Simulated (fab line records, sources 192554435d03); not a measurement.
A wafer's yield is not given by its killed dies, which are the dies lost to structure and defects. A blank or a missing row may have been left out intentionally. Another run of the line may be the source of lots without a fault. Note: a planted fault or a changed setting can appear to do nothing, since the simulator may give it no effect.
Problem report in the 8D (eight disciplines) form, filled by code ; flow n5_finfet ; the parts of the form that need people (team, actions taken, sign-off) are left out

== 1. WHAT IS WRONG ==
etch_rf_on_time_s at N5_GATE_CUT_CUT_ETCH_54 reads a mean of 26.3 s on 1 wafer of 1 lot; wafers without a fault read 36.4 s with a standard deviation of 0.47. Measured from the usual mean, that is -21 standard deviations.
The step: etches TiN in Cl2/BCl3, target depth 96.7 nm.
Earliest sighting: wafer L338.4 on rie_metal-03 at day 8 20:58. The record holds 27 wafers of 9 lots with a number at this step. The rule behind "out" and "out of limits": a value lying over 4 standard deviations away from the usual mean. All remaining wafers that have a number are taken as sound.

== 2. WHAT IT IS, WHAT IT ISN'T ==
question;is;is not
which readings at this step;etch_rf_on_time_s;drypump_motor_current_A, he_backside_leak_sccm, mfc_ar_sccm, oes_ar_750_au, throttle_valve_pct
which lots;L338;L321, L324, L326, L330, L341, L342, L343, L344
which wafers of those lots;L338.4;L338.3, L338.6
read on which tools;rie_metal-03;rie_metal-01, rie_metal-02
when;from day 8 20:58;"up to then (14 sound wafers); but 12 sound wafers of L341, L342, L343, L344 came after"

== 3. SUSPECTS, AND WHAT RULES EACH OUT ==
Counting: any tool at a process step up to the reading remains a suspect provided it ran every lot that is out. Sound lots after the first of them don't rule it out here, since some wafers of a struck lot are sound.
- rie_metal-03 at N5_GATE_CUT_CUT_ETCH_54 (etches TiN in Cl2/BCl3, target depth 96.7 nm): kept. The lot that is out, L338, ran on it at day 8 20:58; the last sound lot it ran before that was L330, at day 6 17:35. Its own etch_rf_on_time_s readings are out on those wafers.
Left after counting: rie_metal-03 at N5_GATE_CUT_CUT_ETCH_54.

== 4. THE CAUSE (what the simulator had put in) ==
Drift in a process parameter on rie_metal-03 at N5_GATE_CUT_CUT_ETCH_54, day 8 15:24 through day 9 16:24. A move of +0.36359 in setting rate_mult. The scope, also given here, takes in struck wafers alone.
Counting left only this tool.

== 5. THE EFFECT CHAIN, in route order ==
Each row: a reading where the mean over the struck wafers with a number is more than 3 standard deviations away from the usual. Only readings for which the record gives a usual standard deviation are gone through. hours: the time from each lot's start at the first step in this table that gives one to its start at this step, as a median over the lots. sigmas: the change in usual standard deviations.
hours;step;reading;usual;on struck wafers;change;sigmas
0;N5_GATE_CUT_CUT_ETCH_54;etch_rf_on_time_s;36.4 s;26.3;-10.1;-21
0;N5_GATE_CUT_CUT_ETCH_54;oes_product_au;0.71 a.u.;1.04;+0.33;+3.9
Process steps it contains:
- N5_GATE_CUT_CUT_ETCH_54: etches TiN in Cl2/BCl3, target depth 96.7 nm.
At these later measuring or inspecting steps, every struck wafer for which the step has a row has a number for every such reading, and none has moved that far: N5_BEOL_M4_RC_MEAS_101.

== 6. WHAT WOULD HAVE CAUGHT IT SOONER ==
6 hours passed between the start of the fault at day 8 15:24 and the first reading out of limits in this record, taken at day 8 20:58.
